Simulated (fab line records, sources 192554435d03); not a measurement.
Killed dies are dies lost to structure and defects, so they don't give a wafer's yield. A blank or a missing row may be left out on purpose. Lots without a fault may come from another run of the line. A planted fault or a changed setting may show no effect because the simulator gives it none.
fab line records | flow n5_finfet
record lots=5 wafers=13 last_day=18
route steps=1938 shown WELL_APT@46 PMOS_HMC_CHANNEL_EPI@57 SD_EPI_N@284 PASSIVATION@1936
lots that met no fault: from a run of the same line without faults
start_h: hours from the record's first day to the start of the lot's first wafer shown | wait_h: hours since the lot's step before | " the same as in the row above | L1.1+2: a row that stands for several wafers | - no value, or no start given | * or withheld: withheld | < > ~ a bound
route shown NAME@n: a module of which the file shows steps, and the number in the route of the first | usual: mean/standard deviation of fault-free wafers | same: alike in all rows | chamber/n: place in a boat | sites: the reading at each site | _std_site: their standard deviation | _edge_site: outer sites' mean less inner sites' | radius_mm: how far each site lies from the wafer's centre | mask NAME#n: copy n | behind: the tool/chamber that last shaped the wafer | hold: why the lot was held/for how many hours/how that ended | device: the transistor (n, p or np) that didn't switch | end of line: the same wafers' tests at the end of the route | a step without rows: its recipe alone | killed: dies lost to structure and defects at the first sort, not the wafer's yield | map: a wafer's dies, x killed, . not, _ none there
set.NAME: the setting as run; set.NAME@STEP: as run at that earlier step | model.NAME: the simulator's own value behind a step, which no gauge read
lots at some steps of the route; a table a step, a row a wafer
services: from which hour (start_h, from the record's first day; less than 0 if before it) a tool's chamber was out of use, for how many hours, and why
## steps
# step N5_WELL_APT_DESCUM_30
# recipe chemistry=O2 time_s=7.9 source_power_w=50 bias_power_w=20 pressure_mtorr=20 rf_frequency_hz=2.712e+07 temp_c=40 o2_flow_sccm=225
# step N5_WELL_APT_IMPLANT_31
# recipe species=B energy_kev=60 dose_cm2=1.5e+13 tilt_deg=0 rotation_deg=0
# step N5_WELL_APT_IMPLANT_32
# recipe species=BF2 energy_kev=50 dose_cm2=2e+13 tilt_deg=0 rotation_deg=0
# step N5_WELL_APT_STRIP_33
# recipe chemistry=SPM time_s=900 temp_c=130 h2so4_h2o2_vol_ratio=4 dry=ipa_marangoni
# step N5_WELL_APT_RTA_34
# recipe temp_c=1000 time_s=10 ambient=N2 idle_temp_c=600 ramp_up_c_per_s=150 ramp_down_c_per_s=60 cool_to_c=600
# step N5_WELL_APT_OXIDE_STRIP_42
# recipe chemistry=dHF dilution=25:1 time_s=45 temp_c=25 target=SiO2 target_depth_a=120
# step N5_WELL_APT_PRECLEAN_36
# recipe chemistry=O3/DIW time_s=45 temp_c=22 o3_ppm=10
# step N5_WELL_APT_PRECLEAN_39
# recipe chemistry=dHF time_s=60 dilution=150:1 temp_c=25
# step N5_WELL_APT_SRD_37
# recipe dry=ipa_marangoni do_ppb=5 time_s=30 temp_c=23 rinse_liquid=diw
# step N5_WELL_APT_EPI_41
# recipe material=Si target_thk_a=500 temp_c=650 precursor=SiH4/H2 pressure_torr=20 time_s=297.7
# usual throttle_valve_pct=11.20/0.13
# columns lot.wafer tool chamber start_h wait_h throttle_valve_pct model.Si_of_WELL_APT_EPI_41.thk_nm
L796.2 epi_rpcvd-01 0 22.64 0.1 11.30 50.49
L796.3 " 0 " " 11.00 49.85
L796.6 " 0 " " 11.20 49.97
L810.1 epi_rpcvd-01 0 106.52 0.0 11.33 36.92
L810.2 " 0 " " 11.10 49.9
L810.5 " 0 " " 11.16 49.27
L812.1 epi_rpcvd-01 0 117.93 0.0 11.30 36.73
L812.3 " 0 " " 11.20 49.82
L813.1 epi_rpcvd-01 0 124.07 0.0 11.07 35.83
L813.3 " 0 " " 11.13 49.26
L817.1 epi_rpcvd-02 0 149.22 1.0 11.17 50.72
L817.3 " 0 " " 11.54 50.01
L817.5 " 0 " " 11.30 50.33
# step N5_PMOS_HMC_CHANNEL_EPI_HM_DEP_34
# recipe material=SiO2 target_thk_a=360 temp_c=400 precursor=TEOS/O2 pressure_torr=6.5 rf_w=900 teos_flow_sccm=161.4 gas=O2 flow_sccm=2650 time_s=6.9
# step N5_PMOS_HMC_CHANNEL_EPI_COAT_31
# recipe resist=BARC temp_c=205 time_s=60 spin_rpm=1500 resist_thk_nm=66
# step N5_PMOS_HMC_CHANNEL_EPI_COAT_03
# recipe resist=CAR-ArF-block spin_rpm=1500 resist_thk_nm=205
# step N5_PMOS_HMC_CHANNEL_EPI_EBR_05
# recipe solvent=PGMEA ebr_width_mm=1.5
# step N5_PMOS_HMC_CHANNEL_EPI_SOFTBAKE_04
# recipe temp_c=110 time_s=60 resist=CAR-ArF-block
# step N5_PMOS_HMC_CHANNEL_EPI_EXPOSE_06
# recipe mask_id=PMOS_HMC_BLK na=1.35 source_shape=conventional sigma_outer=0.8 polarization=unpolarized target_cd_nm=240 dose_mj=41
# step N5_PMOS_HMC_CHANNEL_EPI_PEB_07
# recipe peb_temp_c=110 peb_time_s=60 resist=CAR-ArF-block
# step N5_PMOS_HMC_CHANNEL_EPI_DEVELOP_08
# recipe develop_time_s=30 developer=TMAH resist=CAR-ArF-block dev_temp_c=23 rinse_liquid=diw dry=air_spin
# step N5_PMOS_HMC_CHANNEL_EPI_DESCUM_14
# recipe chemistry=O2 time_s=7.9 source_power_w=50 bias_power_w=20 pressure_mtorr=20 rf_frequency_hz=2.712e+07 temp_c=40 resist=CAR-ArF-block o2_flow_sccm=225
# step N5_PMOS_HMC_CHANNEL_EPI_ETCH_32
# recipe chemistry=N2/H2 target=BARC stop_on=SiO2 target_depth_a=858 over_etch_frac=0.3 time_s=50.3 ion_energy_ev=200 mask_material=CAR-ArF-block pressure_mtorr=30 source_w=840 bias_w=150 n2_flow_sccm=200 h2_flow_sccm=200
# step N5_PMOS_HMC_CHANNEL_EPI_HM_OPEN_15
# recipe chemistry=CHF3/O2 target=SiO2 mask_material=CAR-ArF-block target_depth_a=406 CHF3_flow_sccm=50 O2_flow_sccm=5 Ar_flow_sccm=200 time_s=20.3 pressure_mtorr=30 source_w=650 bias_w=170 ion_energy_ev=200
# step N5_PMOS_HMC_CHANNEL_EPI_STRIP_33
# recipe chemistry=N2/H2 power_w=500 temp_c=40 pressure_mtorr=50 rf_frequency_hz=6e+07 overash_fraction=0.3 bias_power_w=8 h2_frac=0.5 n2_flow_sccm=300 h2_flow_sccm=300
# step N5_PMOS_HMC_CHANNEL_EPI_STRIP_17
# recipe chemistry=SPM time_s=750 temp_c=130 h2so4_h2o2_vol_ratio=4 dry=ipa_marangoni
# step N5_PMOS_HMC_CHANNEL_EPI_ETCH_38
# recipe chemistry=CF4 target=SiO2 target_depth_a=15 ion_energy_ev=350 pressure_mtorr=10 icp_w=800 bias_w=400 cf4_flow_sccm=80
# step N5_PMOS_HMC_CHANNEL_EPI_FIN_RECESS_16
# recipe chemistry=HBr/Cl2 target=Si mask_material=SiO2 target_depth_a=540 time_s=18 pressure_mtorr=10 icp_w=800 bias_w=75 HBr_flow_sccm=150 Cl2_flow_sccm=80
# step N5_PMOS_HMC_CHANNEL_EPI_PRECLEAN_36
# recipe chemistry=O3/DIW time_s=45 temp_c=22 o3_ppm=10
# step N5_PMOS_HMC_CHANNEL_EPI_PRECLEAN_18
# recipe chemistry=DHF time_s=30 temp_c=25 dilution=withheld
# step N5_PMOS_HMC_CHANNEL_EPI_SRD_19
# recipe dry=ipa_marangoni do_ppb=5 time_s=30 temp_c=23 rinse_liquid=diw
# step N5_PMOS_HMC_CHANNEL_EPI_EPI_20
# recipe material=SiGe30 mask_material=SiO2 pressure_torr=20 target_thk_a=590 temp_c=600
# step N5_PMOS_HMC_CHANNEL_EPI_HM_STRIP_35
# recipe chemistry=dHF temp_c=25 material=SiO2 target=SiO2 target_depth_a=396 time_s=216
# step N5_PMOS_HMC_CHANNEL_EPI_SRD_39
# recipe dry=ipa_marangoni time_s=30 temp_c=23 rinse_liquid=diw
# step N5_PMOS_HMC_CHANNEL_EPI_CMP_21
# recipe material=SiGe30 post_cmp_clean=alkaline_brush target_thk_nm=54
# step N5_PMOS_HMC_CHANNEL_EPI_PRECLEAN_40
# recipe chemistry=DHF time_s=30 temp_c=25 dilution=withheld
# step N5_PMOS_HMC_CHANNEL_EPI_PRECLEAN_37
# recipe chemistry=O3/DIW time_s=45 temp_c=22 o3_ppm=10
# step N5_SD_EPI_N_STRIP_18
# recipe chemistry=SPM time_s=750 temp_c=130 h2so4_h2o2_vol_ratio=4
# columns lot.wafer tool chamber start_h wait_h model.Si_of_WELL_APT_EPI_41.thk_nm
L796.2 wet_bench-04 3 55.44 0.0 9.6
L796.3 " 0 " " 9
L796.6 " 7 " " 9.2
L810.1 wet_bench-04 3 142.08 0.0 5.6
L810.2 " 6 " " 7
L810.5 " 4 " " 8.4
L812.1 wet_bench-03 6 155.13 0.0 5.6
L812.3 " 3 " " 8.2
L813.1 wet_bench-04 4 156.85 0.0 5.8
L813.3 " 6 " " 7.6
L817.1 wet_bench-04 5 184.89 0.0 9.4
L817.3 " 4 " " 8.4
L817.5 " 1 " " 9
# step N5_PASSIVATION_PROBE_49
# usual killed_at_M0_to_M3=36/11 killed_at_M4_up=14/5.6 killed_at_contacts=11/5.6 killed_at_front_end=40/12 killed_at_other=4/3.2 killed_dies=105/17 killed_open=69/12 killed_short=34/8.4
# same gross_dies=1180 killed_at_back_side=0
# columns lot.wafer tool chamber start_h wait_h killed_at_M0_to_M3 killed_at_M4_up killed_at_contacts killed_at_front_end killed_at_other killed_dies killed_open killed_short
L812.3 prober-01 - 414.55 0.1 60 13 10 31 2 116 77 36
# killed by level:class
L812.3 BEOL_M0_SAQP:geometric_particle:open=16 BEOL_M0_SAQP:geometric_particle:short=14 BEOL_M2:geometric_particle:open=14 MOL_CONTACT_COAG:geometric_particle:open=9 FIN_SAQP:geometric_particle:open=8 STARTING-WAFER:geometric_particle:short=7 BEOL_M1:geometric_particle:open=6 FIN_SAQP:geometric_particle:short=5
## services
# columns tool chamber start_h hours kind
epi_rpcvd-02 - 1.03 0.9 repair
epi_rpcvd-02 - 137.77 1.1 repair
## key
first_sign none at tools or gauges
model_effect step=N5_WELL_APT_EPI_41 value=Si_of_WELL_APT_EPI_41.thk_nm without=49.71 struck=36.49
model_effect step=N5_SD_EPI_N_STRIP_18 value=Si_of_WELL_APT_EPI_41.thk_nm without=7.333 struck=5.667
met_at N5_WELL_APT_EPI_41
struck_wafers L810.1,L812.1,L813.1
tester_left_out L810,L812,L813
onset_between 22.64 106.52
fault kind=process_parameter_drift tool=epi_rpcvd-01 chamber=- onset_h=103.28 steps=N5_WELL_APT_EPI_41 channel=target_thk_a offset=* shape=step end_h=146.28 scope=struck_wafers_only acts_in=* stated=*
# tester_left_out: of these lots the tester's yield and bins aren't shown, on N5 and GAA mostly nor the transistor test; their killed dies are dies lost to structure and defects alone, not to doping, threshold or leakage, so they don't give the yield
